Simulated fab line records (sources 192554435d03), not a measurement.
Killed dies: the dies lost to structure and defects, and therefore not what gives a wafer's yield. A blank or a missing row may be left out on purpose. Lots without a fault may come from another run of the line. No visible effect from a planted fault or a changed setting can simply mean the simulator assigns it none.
Which tool did it? + flow n5 finfet + Sampling: 23 lots, 69 wafers, 5 of 1938 route steps

## WHAT THE GAUGES READ, wafer by wafer
N5_FIN_CUT_CD_MEAS_08 targets a cd of 29.1 nm. Usual: cd nm reads 29.08 nm (standard deviation 0.23).
| lot  | measured    | on        | cd nm (nm)        | flag |
|------|-------------|-----------|-------------------|------|
| L074 | day 2 04:28 | cd sem-03 | 28.74 28.82 28.94 |      |
| L075 | day 2 16:05 | cd sem-01 | 29.33 28.98 29.03 |      |
| L076 | day 2 16:30 | cd sem-03 | 28.98 28.66 29.08 |      |
| L077 | day 2 23:42 | cd sem-01 | 29.23 29.07 29.38 |      |
| L078 | day 3 03:29 | cd sem-02 | 29.62 28.95 29.31 |      |
| L079 | day 3 09:13 | cd sem-01 | 29.28 28.94 29.19 |      |
| L080 | day 3 14:43 | cd sem-03 | 28.82 29.22 29.15 |      |
| L081 | day 3 21:40 | cd sem-03 | 29.39 28.83 29.10 |      |
| L082 | day 4 02:51 | cd sem-01 | 28.89 28.86 28.88 |      |
| L083 | day 4 10:05 | cd sem-01 | 28.99 28.88 29.02 |      |
| L084 | day 4 17:55 | cd sem-02 | 29.58 29.22 28.79 |      |
| L085 | day 4 21:19 | cd sem-01 | 29.30 29.10 29.25 |      |
| L086 | day 5 02:47 | cd sem-01 | 28.82 29.53 29.07 |      |
| L087 | day 5 11:07 | cd sem-03 | 29.56 28.86 28.94 |      |
| L088 | day 5 16:22 | cd sem-02 | 28.75 29.26 28.93 |      |
| L089 | day 5 21:07 | cd sem-02 | 29.31 29.00 28.56 |      |
| L090 | day 6 03:04 | cd sem-01 | 28.91 29.20 29.11 |      |
| L091 | day 6 08:28 | cd sem-01 | 29.40 29.12 29.17 |      |
| L092 | day 6 15:15 | cd sem-02 | 29.10 29.18 28.74 |      |
| L094 | day 7 02:07 | cd sem-03 | 29.35 28.97 29.21 |      |
| L095 | day 7 09:55 | cd sem-03 | 29.17 28.51 29.18 |      |
| L096 | day 7 15:46 | cd sem-01 | 28.81 28.83 28.87 |      |
| L097 | day 7 21:34 | cd sem-01 | 28.88 29.38 29.44 |      |

N5_FIN_CUT_INSPECT_17: inspects for defects (brightfield). Usual: raw defect count reads 232 (standard deviation 65).
| lot  | measured    | on                | raw defect count | flag |
|------|-------------|-------------------|------------------|------|
| L074 | day 2 05:32 | defect inspect-02 | 201 136 217      |      |
| L075 | day 2 17:26 | defect inspect-02 | 271 308 341      |      |
| L076 | day 2 17:57 | defect inspect-01 | 131 171 162      |      |
| L077 | day 3 00:46 | defect inspect-01 | 194 207 313      |      |
| L078 | day 3 04:32 | defect inspect-01 | 210 263 192      |      |
| L079 | day 3 10:28 | defect inspect-01 | 204 183 235      |      |
| L080 | day 3 15:46 | defect inspect-02 | 242 141 192      |      |
| L081 | day 3 22:59 | defect inspect-02 | 338 335 433      |      |
| L082 | day 4 03:53 | defect inspect-02 | 149 196 238      |      |
| L083 | day 4 11:17 | defect inspect-01 | 137 200 203      |      |
| L084 | day 4 19:10 | defect inspect-02 | 287 281 278      |      |
| L085 | day 4 22:22 | defect inspect-02 | 373 141 190      |      |
| L086 | day 5 04:00 | defect inspect-01 | 176 174 163      |      |
| L087 | day 5 12:16 | defect inspect-02 | 245 236 225      |      |
| L088 | day 5 17:24 | defect inspect-02 | 226 155 282      |      |
| L089 | day 5 22:13 | defect inspect-01 | 235 168 167      |      |
| L090 | day 6 04:06 | defect inspect-02 | 304 338 328      |      |
| L091 | day 6 09:31 | defect inspect-02 | 316 165 272      |      |
| L092 | day 6 16:17 | defect inspect-02 | 227 336 353      |      |
| L094 | day 7 03:14 | defect inspect-01 | 231 399 315      |      |
| L095 | day 7 11:24 | defect inspect-01 | 217 249 245      |      |
| L096 | day 7 16:48 | defect inspect-01 | 153 182 156      |      |
| L097 | day 7 22:47 | defect inspect-02 | 163 188 247      |      |

## EACH LOT AND THE TOOL THAT RAN IT (in order: tool; ch and the chambers of the sampled wafers; start)
| lot  | N5_FIN_SAQP_SPACER2_ETCHBACK_29   | N5_FIN_SAQP_ETCH_34               | N5_FIN_CUT_STRIP_22               |
|------|-----------------------------------|-----------------------------------|-----------------------------------|
| L074 | rie diel-06 ch 0,1, day 2 03:16   | rie diel-06 ch 0,2, day 2 03:35   | rie diel-04 ch 0,1,2, day 2 05:22 |
| L075 | rie diel-01 ch 0,2, day 2 14:53   | rie diel-01 ch 2,3, day 2 15:12   | rie diel-04 ch 0,2,3, day 2 17:16 |
| L076 | rie diel-01 ch 0,1,3, day 2 15:25 | rie diel-06 ch 1,2,3, day 2 15:43 | rie diel-03 ch 1,2,3, day 2 17:47 |
| L077 | rie diel-01 ch 0,1,3, day 2 22:36 | rie diel-06 ch 0,1,2, day 2 22:55 | rie diel-02 ch 2,3, day 3 00:37   |
| L078 | rie diel-01 ch 0,2,3, day 3 02:23 | rie diel-01 ch 0,1,3, day 3 02:43 | rie diel-03 ch 0,1,2, day 3 04:22 |
| L079 | rie diel-01 ch 0,2,3, day 3 08:01 | rie diel-06 ch 0,1,3, day 3 08:20 | rie diel-02 ch 0,1,3, day 3 10:18 |
| L080 | rie diel-06 ch 0,1,3, day 3 13:38 | rie diel-06 ch 1,2, day 3 13:57   | rie diel-04 ch 0,2, day 3 15:36   |
| L081 | rie diel-06 ch 0,2,3, day 3 20:35 | rie diel-01 ch 1,2, day 3 20:53   | rie diel-03 ch 1,2,3, day 3 22:50 |
| L082 | rie diel-01 ch 0,2,3, day 4 01:38 | rie diel-01 ch 0,3, day 4 01:57   | rie diel-02 ch 0,1,2, day 4 03:44 |
| L083 | rie diel-01 ch 0,3, day 4 08:52   | rie diel-06 ch 1,2, day 4 09:11   | rie diel-03 ch 2,3, day 4 11:07   |
| L084 | rie diel-01 ch 0,1,3, day 4 16:46 | rie diel-01 ch 0,1, day 4 17:09   | rie diel-02 ch 0,2,3, day 4 19:00 |
| L085 | rie diel-01 ch 0,1,2, day 4 20:08 | rie diel-05 ch 0,3, day 4 20:32   | rie diel-02 ch 0,2, day 4 22:12   |
| L086 | rie diel-05 ch 0,3, day 5 01:32   | rie diel-01 ch 2,3, day 5 01:53   | rie diel-02 ch 1,2, day 5 03:50   |
| L087 | rie diel-01 ch 2,3, day 5 09:55   | rie diel-05 ch 0,1, day 5 10:13   | rie diel-02 ch 0,2,3, day 5 12:07 |
| L088 | rie diel-01 ch 2,3, day 5 15:10   | rie diel-01 ch 1,3, day 5 15:28   | rie diel-04 ch 0,2,3, day 5 17:14 |
| L089 | rie diel-05 ch 0,1,3, day 5 19:53 | rie diel-06 ch 1,2, day 5 20:13   | rie diel-04 ch 0,1,2, day 5 22:01 |
| L090 | rie diel-01 ch 0,2, day 6 01:57   | rie diel-06 ch 1,2,3, day 6 02:16 | rie diel-03 ch 0,2,3, day 6 03:56 |
| L091 | rie diel-05 ch 0,2,3, day 6 07:13 | rie diel-01 ch 0,3, day 6 07:41   | rie diel-03 ch 0,2,3, day 6 09:20 |
| L092 | rie diel-06 ch 0,3, day 6 14:04   | rie diel-05 ch 0,2, day 6 14:29   | rie diel-04 ch 2,3, day 6 16:07   |
| L094 | rie diel-01 ch 2,3, day 7 00:58   | rie diel-06 ch 0,3, day 7 01:21   | rie diel-02 ch 0,1,3, day 7 03:04 |
| L095 | rie diel-06 ch 1,2,3, day 7 08:47 | rie diel-01 ch 1,2,3, day 7 09:08 | rie diel-04 ch 0,2, day 7 11:14   |
| L096 | rie diel-06 ch 0,1,3, day 7 14:38 | rie diel-01 ch 1,3, day 7 14:59   | rie diel-02 ch 1,2,3, day 7 16:38 |
| L097 | rie diel-05 ch 1,2,3, day 7 20:28 | rie diel-01 ch 0,2,3, day 7 20:48 | rie diel-02 ch 0,3, day 7 22:38   |
- N5_FIN_SAQP_SPACER2_ETCHBACK_29: etches SiO2 in CHF3/O2, target depth 12.2 nm, time 6.1 s.
- N5_FIN_SAQP_ETCH_34: etches SiO2 in C4F6/O2, target depth 45 nm, time 15 s.
- N5_FIN_CUT_STRIP_22: strips in N2/H2.

## AS READ BY THE TOOLS THEMSELVES (means over the sampled wafers that have a number; for cases with no such wafer, the mark the record gives instead)
N5_FIN_SAQP_SPACER2_ETCHBACK_29. Usual: chamber pressure mTorr 30.002 mTorr, standard deviation 0.025; drypump motor current A 5.5 A, standard deviation 0.57; oes product au 0.78 a.u., standard deviation 0.077; rf vpp V 527 V, standard deviation 6.5; showerhead plenum p Torr 2.39 Torr, standard deviation 0.06; throttle valve pct 18.89 %, standard deviation 0.22.
| lot  | tool        | chamber pressure mTorr (mTorr) | drypump motor current A (A) | oes product au (a.u.) | rf vpp V (V) | showerhead plenum p Torr (Torr) | throttle valve pct (%) | flag |
|------|-------------|--------------------------------|-----------------------------|-----------------------|--------------|---------------------------------|------------------------|------|
| L074 | rie diel-06 | 30.005                         | 5.4                         | 0.81                  | 522          | 2.42                            | 19.04                  |      |
| L075 | rie diel-01 | 30.008                         | 6.0                         | 0.90                  | 522          | 2.43                            | 18.60                  |      |
| L076 | rie diel-01 | 29.999                         | 5.1                         | 0.79                  | 532          | 2.38                            | 18.83                  |      |
| L077 | rie diel-01 | 30.008                         | 5.1                         | 0.78                  | 532          | 2.38                            | 18.84                  |      |
| L078 | rie diel-01 | 29.992                         | 5.5                         | 0.83                  | 529          | 2.40                            | 18.76                  |      |
| L079 | rie diel-01 | 29.981                         | 5.5                         | 0.83                  | 529          | 2.40                            | 18.75                  |      |
| L080 | rie diel-06 | 29.980                         | 5.3                         | 0.78                  | 524          | 2.37                            | 19.09                  |      |
| L081 | rie diel-06 | 29.982                         | 5.9                         | 0.74                  | 526          | 2.36                            | 18.98                  |      |
| L082 | rie diel-01 | 29.998                         | 5.5                         | 0.82                  | 528          | 2.40                            | 18.76                  |      |
| L083 | rie diel-01 | 30.011                         | 5.1                         | 0.75                  | 535          | 2.37                            | 18.92                  |      |
| L084 | rie diel-01 | 29.989                         | 5.1                         | 0.77                  | 532          | 2.38                            | 18.86                  |      |
| L085 | rie diel-01 | 29.998                         | 5.5                         | 0.83                  | 526          | 2.41                            | 18.72                  |      |
| L086 | rie diel-05 | 30.028                         | 6.1                         | 0.86                  | 523          | 2.41                            | 18.78                  |      |
| L087 | rie diel-01 | 29.990                         | 6.1                         | 0.82                  | 524          | 2.44                            | 18.66                  |      |
| L088 | rie diel-01 | 30.029                         | 6.0                         | 0.82                  | 525          | 2.44                            | 18.66                  |      |
| L089 | rie diel-05 | 29.991                         | 6.0                         | 0.78                  | 525          | 2.42                            | 18.96                  |      |
| L090 | rie diel-01 | 30.016                         | 5.4                         | 0.85                  | 528          | 2.38                            | 18.78                  |      |
| L091 | rie diel-05 | 30.015                         | 5.9                         | 0.77                  | 529          | 2.45                            | 18.85                  |      |
| L092 | rie diel-06 | 30.028                         | 5.6                         | 0.75                  | 527          | 2.40                            | 19.04                  |      |
| L094 | rie diel-01 | 30.005                         | 5.6                         | 0.74                  | 531          | 2.40                            | 18.83                  |      |
| L095 | rie diel-06 | 30.019                         | 5.6                         | 0.71                  | 522          | 2.31                            | 19.12                  |      |
| L096 | rie diel-06 | 30.012                         | 5.3                         | 0.75                  | 524          | 2.36                            | 19.16                  |      |
| L097 | rie diel-05 | 30.017                         | 5.8                         | 0.70                  | 531          | 2.45                            | 19.05                  |      |

N5_FIN_SAQP_ETCH_34. Usual: chamber pressure mTorr 30.001 mTorr, standard deviation 0.029; drypump motor current A 5.6 A, standard deviation 0.6; etch rf on time s 14.94 s, standard deviation 0.23; oes product au 0.66 a.u., standard deviation 0.063; rf vpp V 668 V, standard deviation 8.7; showerhead plenum p Torr 2.82 Torr, standard deviation 0.072; throttle valve pct 21.06 %, standard deviation 0.24.
| lot  | tool        | chamber pressure mTorr (mTorr) | drypump motor current A (A) | etch rf on time s (s) | oes product au (a.u.) | rf vpp V (V) | showerhead plenum p Torr (Torr) | throttle valve pct (%) | flag |
|------|-------------|--------------------------------|-----------------------------|-----------------------|-----------------------|--------------|---------------------------------|------------------------|------|
| L074 | rie diel-06 | 30.021                         | 5.9                         | 14.80                 | 0.67                  | 664          | 2.84                            | 21.10                  |      |
| L075 | rie diel-01 | 29.977                         | 5.6                         | 15.09                 | 0.67                  | 674          | 2.85                            | 20.91                  |      |
| L076 | rie diel-06 | 30.000                         | 5.6                         | 14.93                 | 0.64                  | 663          | 2.75                            | 21.24                  |      |
| L077 | rie diel-06 | 29.974                         | 5.7                         | 15.13                 | 0.66                  | 661          | 2.80                            | 21.20                  |      |
| L078 | rie diel-01 | 29.985                         | 5.1                         | 14.93                 | 0.67                  | 674          | 2.81                            | 20.98                  |      |
| L079 | rie diel-06 | 29.987                         | 5.3                         | 14.93                 | 0.66                  | 666          | 2.81                            | 21.31                  |      |
| L080 | rie diel-06 | 29.994                         | 5.5                         | 14.81                 | 0.66                  | 657          | 2.76                            | 21.31                  |      |
| L081 | rie diel-01 | 29.981                         | 5.5                         | 14.76                 | 0.70                  | 666          | 2.87                            | 20.80                  |      |
| L082 | rie diel-01 | 29.991                         | 5.1                         | 15.17                 | 0.64                  | 681          | 2.79                            | 21.05                  |      |
| L083 | rie diel-06 | 30.011                         | 5.4                         | 14.91                 | 0.65                  | 657          | 2.76                            | 21.32                  |      |
| L084 | rie diel-01 | 30.015                         | 5.0                         | 14.88                 | 0.68                  | 670          | 2.81                            | 20.93                  |      |
| L085 | rie diel-05 | 30.016                         | 6.1                         | 14.95                 | 0.74                  | 664          | 2.85                            | 20.96                  |      |
| L086 | rie diel-01 | 29.973                         | 6.0                         | 14.80                 | 0.71                  | 667          | 2.88                            | 20.81                  |      |
| L087 | rie diel-05 | 29.977                         | 5.9                         | 15.14                 | 0.67                  | 665          | 2.82                            | 21.07                  |      |
| L088 | rie diel-01 | 29.977                         | 5.2                         | 15.27                 | 0.61                  | 676          | 2.81                            | 21.01                  |      |
| L089 | rie diel-06 | 30.029                         | 6.0                         | 14.92                 | 0.62                  | 658          | 2.73                            | 21.17                  |      |
| L090 | rie diel-06 | 29.985                         | 5.6                         | 15.01                 | 0.62                  | 663          | 2.74                            | 21.28                  |      |
| L091 | rie diel-01 | 30.028                         | 5.2                         | 15.21                 | 0.63                  | 679          | 2.78                            | 21.08                  |      |
| L092 | rie diel-05 | 30.005                         | 5.7                         | 14.98                 | 0.64                  | 675          | 2.89                            | 20.86                  |      |
| L094 | rie diel-06 | 30.025                         | 5.5                         | 14.82                 | 0.64                  | 670          | 2.83                            | 21.27                  |      |
| L095 | rie diel-01 | 30.005                         | 5.6                         | 14.82                 | 0.66                  | 669          | 2.85                            | 20.92                  |      |
| L096 | rie diel-01 | 30.026                         | 5.1                         | 15.15                 | 0.61                  | 672          | 2.82                            | 20.98                  |      |
| L097 | rie diel-01 | 29.994                         | 5.5                         | 15.03                 | 0.66                  | 671          | 2.82                            | 20.96                  |      |

N5_FIN_CUT_STRIP_22. Usual: chamber pressure mTorr 50.00 mTorr, standard deviation 0.12; drypump motor current A 5.7 A, standard deviation 0.41; oes product au 0.76 a.u., standard deviation 0.073; rf vpp V 54.1 V, standard deviation 2.2; showerhead plenum p Torr 3.36 Torr, standard deviation 0.11; throttle valve pct 19.0 %, standard deviation 0.32.
| lot  | tool        | chamber pressure mTorr (mTorr) | drypump motor current A (A) | oes product au (a.u.) | rf vpp V (V) | showerhead plenum p Torr (Torr) | throttle valve pct (%) | flag |
|------|-------------|--------------------------------|-----------------------------|-----------------------|--------------|---------------------------------|------------------------|------|
| L074 | rie diel-04 | 49.87                          | 5.5                         | 0.75                  | 51.1         | 3.36                            | 19.1                   |      |
| L075 | rie diel-04 | 49.98                          | 5.9                         | 0.81                  | 52.9         | 3.38                            | 19.0                   |      |
| L076 | rie diel-03 | 50.03                          | 5.8                         | 0.78                  | 55.3         | 3.38                            | 18.8                   |      |
| L077 | rie diel-02 | 49.98                          | 5.2                         | 0.77                  | 51.7         | 3.27                            | 19.2                   |      |
| L078 | rie diel-03 | 50.00                          | 5.9                         | 0.83                  | 54.1         | 3.31                            | 18.8                   |      |
| L079 | rie diel-02 | 50.00                          | 5.7                         | 0.71                  | 54.9         | 3.34                            | 19.0                   |      |
| L080 | rie diel-04 | 49.98                          | 5.6                         | 0.73                  | 53.5         | 3.26                            | 19.1                   |      |
| L081 | rie diel-03 | 50.04                          | 5.7                         | 0.77                  | 54.3         | 3.38                            | 18.8                   |      |
| L082 | rie diel-02 | 50.07                          | 6.0                         | 0.71                  | 55.9         | 3.39                            | 19.1                   |      |
| L083 | rie diel-03 | 49.97                          | 5.7                         | 0.75                  | 53.3         | 3.42                            | 18.8                   |      |
| L084 | rie diel-02 | 50.14                          | 5.5                         | 0.74                  | 54.4         | 3.36                            | 19.2                   |      |
| L085 | rie diel-02 | 50.09                          | 5.8                         | 0.70                  | 55.0         | 3.44                            | 19.3                   |      |
| L086 | rie diel-02 | 50.05                          | 6.2                         | 0.72                  | 53.7         | 3.33                            | 18.9                   |      |
| L087 | rie diel-02 | 49.99                          | 5.5                         | 0.73                  | 54.2         | 3.35                            | 19.2                   |      |
| L088 | rie diel-04 | 50.03                          | 5.9                         | 0.80                  | 54.0         | 3.37                            | 19.0                   |      |
| L089 | rie diel-04 | 50.04                          | 5.5                         | 0.73                  | 55.9         | 3.34                            | 19.1                   |      |
| L090 | rie diel-03 | 50.03                          | 5.8                         | 0.80                  | 55.7         | 3.34                            | 18.8                   |      |
| L091 | rie diel-03 | 50.08                          | 5.8                         | 0.80                  | 55.0         | 3.34                            | 18.8                   |      |
| L092 | rie diel-04 | 50.01                          | 6.1                         | 0.85                  | 53.5         | 3.49                            | 18.9                   |      |
| L094 | rie diel-02 | 49.90                          | 5.7                         | 0.69                  | 53.5         | 3.32                            | 19.0                   |      |
| L095 | rie diel-04 | 50.05                          | 5.7                         | 0.73                  | 55.1         | 3.29                            | 18.8                   |      |
| L096 | rie diel-02 | 49.91                          | 5.7                         | 0.73                  | 54.6         | 3.29                            | 19.1                   |      |
| L097 | rie diel-02 | 50.05                          | 5.2                         | 0.71                  | 54.4         | 3.28                            | 19.2                   |      |

## THE ANSWER, worked out from the rows above alone
Rule: take the mean of a lot's wafers that have a number; if it is more than 3 standard deviations from the usual mean, the lot is off. A lot without any number at a reading at which 4 lots or more have one is off too. The other lots that the step has rows for count as sound. After the gauges, taken in route order, come the tools' own readings; for these a lot's mean is taken, as printed above. At the first step where some lot is off, the reading lying furthest off is the one used; lots without a number count as furthest.
Nothing can be told from this: no lot is off at any reading shown.

## WHAT THE SIMULATOR HAD PUT IN
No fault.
